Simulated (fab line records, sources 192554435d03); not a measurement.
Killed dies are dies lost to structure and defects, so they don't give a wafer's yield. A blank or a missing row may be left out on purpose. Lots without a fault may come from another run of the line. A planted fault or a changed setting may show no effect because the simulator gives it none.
Which tool did it? | flow n5_finfet | 9 lots, 27 wafers sampled, at 1 step of a route of 1938

WHAT THE GAUGES READ, wafer by wafer
N5_BEOL_M9_CD_MEAS_18: pitch 140 nm, target cd 70 nm.
lot  | measured     | on        | cd_nm (nm)
L161 | day 9 22:35  | cd_sem-01 | 70.0 70.7 70.7
L162 | day 10 09:17 | cd_sem-03 | 71.0 69.9 71.3
L165 | day 10 18:14 | cd_sem-01 | 69.2 70.0 70.1
L166 | day 11 03:10 | cd_sem-01 | 70.4 70.3 70.5
L178 | day 13 11:28 | cd_sem-02 | 69.5 70.0 69.6
L177 | day 13 15:44 | cd_sem-02 | 69.4 69.8 68.2
L179 | day 14 18:09 | cd_sem-03 | 69.2 68.7 69.3
L180 | day 14 21:47 | cd_sem-01 | 70.8 69.5 69.5
L183 | day 15 15:36 | cd_sem-02 | 69.3 69.8 69.6

WHICH TOOL RAN EACH LOT (tool, then ch and the chambers of the sampled wafers, then the start)
The record holds no process step before these readings.

THE ANSWER, worked out from the rows above alone
Rule: what is usual is taken from the lots themselves. Put in order of their means at a reading, lots are off if they are a third of the lots or fewer, leave a main group of 4 or more, and stand apart from it by a gap of 3 or more times the standard deviation of the main group's means; of several such gaps the widest counts. A main group whose means are all the same, to the digits that the tables above print for the reading, isn't used. A lot without any number at a reading at which 4 lots or more have one is off too. The other lots that the step has rows for count as sound.
No lot is off at any reading shown: from this, nothing can be told.

WHAT THE SIMULATOR HAD PUT IN
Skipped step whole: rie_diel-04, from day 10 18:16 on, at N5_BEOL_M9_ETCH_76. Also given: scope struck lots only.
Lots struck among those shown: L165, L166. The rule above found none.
